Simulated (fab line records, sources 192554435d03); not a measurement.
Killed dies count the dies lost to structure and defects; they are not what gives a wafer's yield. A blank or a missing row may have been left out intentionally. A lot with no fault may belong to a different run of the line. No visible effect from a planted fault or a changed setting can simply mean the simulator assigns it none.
A struck lot beside a sound one	flow n5-finfet	42 steps out of a route of 1938
Sound: the wafers L915.3, L915.5, L915.6. Struck: wafers L925.4, L925.5, L925.6. At the end, the cause is stated.
Each step with rows lists, per side, the tool, then ch with its chambers, then its first start. Under that, the readings that differ: sound wafers	struck wafers	difference of the means	sigmas: that difference in standard deviations of wafers without a fault.
alike: same words and numbers on both sides, and readings whose means sit less than 2 such deviations apart. not compared: any withheld reading, any reading some wafer has no value for, any bound like >300 that may hide the same value, and any number with overlapping values for which the record gives no deviation.
Wherever a step has rows on one side only, a row that says differs or no value, or a row with sigmas, the two part there. Numbers that have no deviation but don't overlap get no sigmas and don't part them. A reading that every wafer of one side lacks parts them only if that side has two wafers or more.

first, 12 steps without rows for these wafers: N5_SD_EPI_N_STRIP_36 (strips in N2/H2); N5_SD_EPI_N_ETCHBACK_44 (etches SiNx in CH3F/O2, stops on SiO2, target depth 14.5 nm); N5_SD_EPI_N_ETCH_45 (etches SiOCN in CH3F/O2, target depth 6 nm); N5_SD_EPI_N_ETCH_16 (etches SiO2 in CHF3/O2, target depth 5 nm); N5_SD_EPI_N_STRIP_47 (strips in CHF3/O2); N5_SD_EPI_N_SD_RECESS_17 (chemistry HBr/Cl2/O2, target depth 41 nm, time 23.7 s, bt time 3 s); N5_SD_EPI_N_STRIP_38 (strips in N2/H2); N5_SD_EPI_N_WET_ETCH_43 (etches SiO2 in dHF, time 14 s, target depth 1.5 nm); N5_SD_EPI_N_STRIP_18 (strips in SPM, time 750 s); N5_SD_EPI_N_SRD_20 (time 30 s); N5_SD_EPI_N_PRECLEAN_48 (cleans in NF3:NH3, afs cycles 2, time 20 s, sublimation time 60 s); N5_SD_EPI_N_VAPOR_ETCH_50 (etches Si in HCl, time 54 s).
N5_SD_EPI_N_EPI_21: deposits Si:P, time 690 s.
  sound on epi-rpcvd-03 ch 0, day 3 15:05; struck on epi-rpcvd-03 ch 0, day 6 04:18
reading	sound	struck	difference	sigmas
chamber-pressure-Torr (Torr)	255.3 255.8 255.3	107.1 106.9 106.7	-148.6	-99 or more
model.Si-P_of_SD_EPI_N_EPI_21.thk-nm (nm)	60 59.6 59.4	41.4 41.4 40.6	-18.5	
  alike: susceptor-temp-C
N5_SD_EPI_N_EPI_MEAS_23:
  sound on film-metro-02, day 3 16:14; struck on film-metro-02, day 6 05:28
reading	sound	struck	difference	sigmas
thk-nm (nm)	60.9 59.7 59.4	41.7 40.9 40.2	-19.1	-17
then, 24 steps without rows for these wafers: N5_SD_EPI_N_PRECLEAN_24 (cleans in O3/DIW, time 60 s); N5_SD_EPI_N_SRD_25 (time 30 s); N5_SD_EPI_N_PRECLEAN_49 (cleans in NF3:NH3, afs cycles 1, time 20 s, sublimation time 60 s); N5_SD_EPI_N_LINER_46 (material SiNx, target thk 3 nm); N5_SD_EPI_P_COAT_34 (time 60 s, resist thk 350 nm); N5_SD_EPI_P_COAT_35 (time 60 s, resist thk 35 nm); N5_SD_EPI_P_COAT_03 (resist thk 150 nm); N5_SD_EPI_P_EBR_05; N5_SD_EPI_P_SOFTBAKE_04 (time 60 s); N5_SD_EPI_P_EXPOSE_06 (exposes mask SD P BLK, target cd 240 nm); N5_SD_EPI_P_PEB_07 (peb time 60 s); N5_SD_EPI_P_DEVELOP_08 (develop time 30 s); N5_SD_EPI_P_DESCUM_14 (chemistry O2, time 7.9 s); N5_SD_EPI_P_ETCH_36 (etches SiARC in CF4, target depth 45.5 nm, time 75.8 s); N5_SD_EPI_P_ETCH_37 (etches SOC in N2/H2, overetch 108 nm, time 486 s); N5_SD_EPI_P_STRIP_38 (strips in N2/H2); N5_SD_EPI_P_ETCHBACK_46 (etches SiNx in CH3F/O2, stops on SiO2, target depth 17.5 nm); N5_SD_EPI_P_ETCH_47 (etches SiOCN in CH3F/O2, target depth 25 nm); N5_SD_EPI_P_ETCH_16 (etches SiO2 in CHF3/O2, target depth 5 nm); N5_SD_EPI_P_STRIP_50 (strips in CHF3/O2); N5_SD_EPI_P_SD_RECESS_17 (chemistry HBr/Cl2/O2, target depth 39.1 nm, bt time 3 s); N5_SD_EPI_P_WET_ETCH_45 (etches SiO2 in dHF, time 10.7 s, target depth 2 nm, rinse time 30 s); N5_SD_EPI_P_STRIP_40 (strips in N2/H2); N5_SD_EPI_P_PRECLEAN_52 (cleans in O3/DIW, time 60 s).
N5_SD_ACTIVATION_RS_MEAS_03: measures by four-point-probe.
  sound on film-metro-01, day 3 21:39; struck on film-metro-01, day 6 11:37
reading	sound	struck	difference	sigmas
RS_SD_N (ohm/sq)	21.81 21.76 21.91	33.11 33.45 33.74	+11.61	+43
  alike: RS_SD_P
N5_MOL_CONTACT_COAG_ETCH_15: etches SiNx in CH3F/O2, stops on Si:P, target depth 7 nm.
  sound on rie-diel-02 ch 0,2,3, day 5 03:57; struck on rie-diel-06 ch 0,1,2, day 7 18:13
reading	sound	struck	difference	sigmas
throttle-valve-pct (%)	16.44 16.82 16.69	16.14 16.48 15.87	-0.49	-2
model.Si-P_of_SD_EPI_N_EPI_21.thk-nm (nm)	59.2 58.8 58.6	41 40.8 40	-18	
  alike: CH3F_flow_sccm, chamber-pressure-mTorr, drypump-motor-current-A, oes_f_703_au, oes-product-au, rf-vpp-V, showerhead-plenum-p-Torr
  not compared: rf-hours-counter-h
-- record jumps: 3 days separate the struck wafers' starts on either side; left off in module MOL_CONTACT_COAG, taken up again in module BEOL_M4, whose first shown step is the route's number 1111 --
N5_BEOL_M4_RC_MEAS_101:
  sound on prober-02 ch 0, day 8 07:55; struck on prober-01 ch 0, day 10 14:41
reading	sound	struck	difference	sigmas
IOFF_N (nA/um)	0.195 0.159 0.140	0.122 0.102 0.123	-0.049	-2
ION_N (uA/um)	683 674 666	637 634 641	-37	-4
RC_DENSE_N (ohm.um)	19.3 18.8 19.4	20.7 20.7 21.1	+1.7	+5
RC_N (ohm.um)	15.62 15.12 15.61	16.79 16.87 17.30	+1.54	+5
REXT_N (ohm.um)	76.8 76.5 77.3	94.6 96.1 95.3	+18.5	+13
RS_SD_N (ohm/sq)	28.0 28.3 28.4	43.0 43.0 44.1	+15.1	+41
VT_N (mV)	248.4 252.6 252.6	257.3 260.5 256.9	+7.0	+3
  alike: DIBL_N, DIBL_P, IOFF_P, ION_P, SS_N, SS_P, VT_P
-- here the record skips 5 days between the struck wafers' starts before and after, leaving off in module BEOL_M4 and picking up in module PASSIVATION (first step shown: number 1936 of the route) --
N5_PASSIVATION_PROBE_49:
  sound on prober-02, day 12 11:34; struck on prober-02, day 15 07:49
reading	sound	struck	difference	sigmas
sort_bin_8_speed (%)	0 0 0	0.17 1.78 0	+0.65	+93
  alike: defect-limited-yield, killed_at_M0_to_M3, killed_at_M4_up, killed-at-contacts, killed-at-front-end, killed-at-other, killed-dies, killed-open, killed-short, sort_bin_5_function, sort_bin_6_memory, sort-n-pass, sort-yield-pct

## WHERE THEY PART
Earliest at N5_SD_EPI_N_EPI_21; latest, in this record, at N5_PASSIVATION_PROBE_49.

WHY: the cause the simulator had injected
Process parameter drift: epi-rpcvd-03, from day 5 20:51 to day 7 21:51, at N5_SD_EPI_N_EPI_21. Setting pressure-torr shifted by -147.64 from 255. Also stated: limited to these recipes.
